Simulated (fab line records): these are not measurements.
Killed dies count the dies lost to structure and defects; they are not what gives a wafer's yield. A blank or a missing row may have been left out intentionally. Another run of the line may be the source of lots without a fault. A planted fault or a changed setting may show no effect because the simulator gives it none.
Problem report, 8D (eight disciplines) form, completed by code + flow nand harc + the parts of the form that need people (team, actions taken, sign-off) are left out

## 1. WHAT IS WRONG
killed at array at NHARC_END_SORT_01 reads a mean of 674 on 4 wafers of 3 lots; wafers without a fault read 65 with a standard deviation of 19. That puts it +32 standard deviations away from the usual mean.
Seen first at day 33 04:07 on prober-01, wafer L751.1. The record holds 42 wafers of 14 lots with a number at this step. The rule behind "out" and "out of limits": a value lying over 4 standard deviations away from the usual mean. The rest of the wafers with a number are treated as sound.

## 2. WHAT IT IS; WHAT IT IS NOT
| question                    | is                                                 | is not                                                                          |
|-----------------------------|----------------------------------------------------|---------------------------------------------------------------------------------|
| which readings at this step | killed at array, defect limited yield, killed dies | killed at other, killed at periphery, killed open, killed short                 |
| which lots                  | L751, L752, L753                                   | L730, L733, L734, L735, L736, L737, L739, L740, L742, L743, L744                |
| which wafers of those lots  | L751.1, L752.1, L752.6, L753.1                     | L751.2, L751.3, L752.2, L753.2, L753.3                                          |
| read on which gauges        | prober-01, prober-02                               | -                                                                               |
| when                        | from day 33 04:07                                  | up to then (33 sound wafers); but 5 sound wafers of L751, L752, L753 came after |

## 3. SUSPECTS, AND WHAT RULES EACH OUT
Counting: any tool at a process step up to the reading remains a suspect provided it ran every lot that is out. Sound lots after the first of them don't rule it out here, since some wafers of a struck lot are sound.
- ruled out: the gauge at NHARC_END_SORT_01. 2 gauges (prober-01, prober-02) read the wafers that are out.
- pvd sputter-03 at NHARC_A_M0_PVD_21 (deposits Cu, target thk 30 nm, time 20.49 s): kept. Every lot that is out went through it, the first being L751 (day 31 14:14); the last sound lot it ran before that was L743 (day 29 00:22).
Remaining after the count: pvd sputter-03 at NHARC_A_M0_PVD_21.

## 4. THE CAUSE (what the simulator had put in)
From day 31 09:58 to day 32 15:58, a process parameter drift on pvd sputter-03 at NHARC_A_M0_PVD_21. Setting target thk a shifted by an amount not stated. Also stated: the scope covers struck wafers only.
The count eliminated every tool but this one.

## 5. THE EFFECT CHAIN, in route order
Each row: a reading where the mean over the struck wafers with a number is more than 3 standard deviations away from the usual. Readings are gone through only where the record gives a usual standard deviation; hours: the median, over the lots, of the time from a lot's start at the first step in this table giving one to that lot's start at this step; sigmas: the change measured in usual standard deviations.
| hours | step              | reading              | usual  | on struck wafers | change | sigmas |
|-------|-------------------|----------------------|--------|------------------|--------|--------|
| 0     | NHARC_END_SORT_01 | defect limited yield | 89.8 % | 0.0              | -89.8  | -31    |
| 0     | NHARC_END_SORT_01 | killed at array      | 65     | 674              | +609   | +32    |
| 0     | NHARC_END_SORT_01 | killed dies          | 69     | 677              | +608   | +32    |

## 6. HOW IT WOULD HAVE BEEN CAUGHT EARLIER
42 hours passed between the start of the fault at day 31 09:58 and the first reading out of limits at a measuring or inspecting step in this record, taken at day 33 04:07.
No tool reading at NHARC_A_M0_PVD_21 that has a usual standard deviation in the record was out on any struck wafer, so an alarm limit of 4 standard deviations on those readings would not have fired.
The start of NHARC_A_M0_PVD_21 on pvd sputter-03 came by day 33 04:07 for every one of the lots that are out (3). None of them would have been spared by holding the tool at that moment.
